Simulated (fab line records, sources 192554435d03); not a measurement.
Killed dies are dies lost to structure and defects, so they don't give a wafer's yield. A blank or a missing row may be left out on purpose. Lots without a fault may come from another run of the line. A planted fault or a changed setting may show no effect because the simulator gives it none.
Chamber matching | flow n5_finfet | N5_BEOL_M3_VIA_ETCH_34 on rie_diel-04: 4 sister chambers
The step etches the open film in C4F6/O2, target depth 69.4 nm, time 65.9 s. 14 wafers are shown with their chamber, then 7 later ones without.

WAFERS WITH THEIR CHAMBER
wafer  | chamber | throttle_valve_pct (%) | drypump_motor_current_A (A) | showerhead_plenum_p_Torr (Torr)
L074.1 | 1       | 30.95                  | 5.0                         | 2.96
L074.4 | 1       | 30.97                  | 5.0                         | 2.96
L074.6 | 0       | 30.50                  | 5.4                         | 2.96
L079.1 | 2       | 31.03                  | 5.0                         | 2.92
L079.4 | 3       | 30.80                  | 5.4                         | 2.79
L079.6 | 3       | 30.81                  | 5.4                         | 2.79
L082.3 | 1       | 30.98                  | 5.0                         | 2.96
L082.4 | 2       | 31.04                  | 5.0                         | 2.92
L082.6 | 0       | 30.53                  | 5.5                         | 2.95
L085.2 | 2       | 31.03                  | 5.0                         | 2.92
L085.4 | 1       | 30.97                  | 5.0                         | 2.95
L085.6 | 0       | 30.53                  | 5.4                         | 2.95
L091.1 | 0       | 30.53                  | 5.4                         | 2.94
L091.2 | 2       | 31.06                  | 5.0                         | 2.91

SIGNATURES (means of the wafers above)
reading                  | chamber 0 | chamber 1 | chamber 2 | chamber 3 | scatter within a chamber
throttle_valve_pct       | 30.5225   | 30.9675   | 31.0400   | 30.8050   | 0.0134
drypump_motor_current_A  | 5.425     | 5.000     | 5.000     | 5.400     | 0.0274
showerhead_plenum_p_Torr | 2.9500    | 2.9575    | 2.9175    | 2.7900    | 0.00592
Rule: a wafer's distance from a chamber is the root of the sum, over the readings, of the square of ((its reading less the chamber's mean) divided by the reading's scatter). The wafer belongs to the nearest chamber; if the next one is less than 2 further off, it can't be placed. The scatter: the root of (the sum of the squares of (reading less its chamber's mean) over the shown wafers, divided by (wafers less chambers)).

WAFERS WITHOUT THEIR CHAMBER
wafer  | throttle_valve_pct (%) | drypump_motor_current_A (A) | showerhead_plenum_p_Torr (Torr)
L091.4 | 30.97                  | 5.0                         | 2.95
L092.2 | 30.99                  | 5.0                         | 2.95
L092.4 | 31.06                  | 5.0                         | 2.91
L092.5 | 30.53                  | 5.4                         | 2.94
L096.1 | 30.68                  | 5.4                         | 2.78
L096.3 | 31.06                  | 4.9                         | 2.90
L096.4 | 30.55                  | 5.5                         | 2.93

WHICH CHAMBER EACH WENT THROUGH
wafer  | from the rows above | in truth
L091.4 | 1                   | 1
L092.2 | 1                   | 1
L092.4 | 2                   | 2
L092.5 | 0                   | 0
L096.1 | 3                   | 3
L096.3 | 2                   | 2
L096.4 | 0                   | 0
Placed correctly: 7 of 7. Can't be placed from these rows: 0. Placed wrongly: 0.
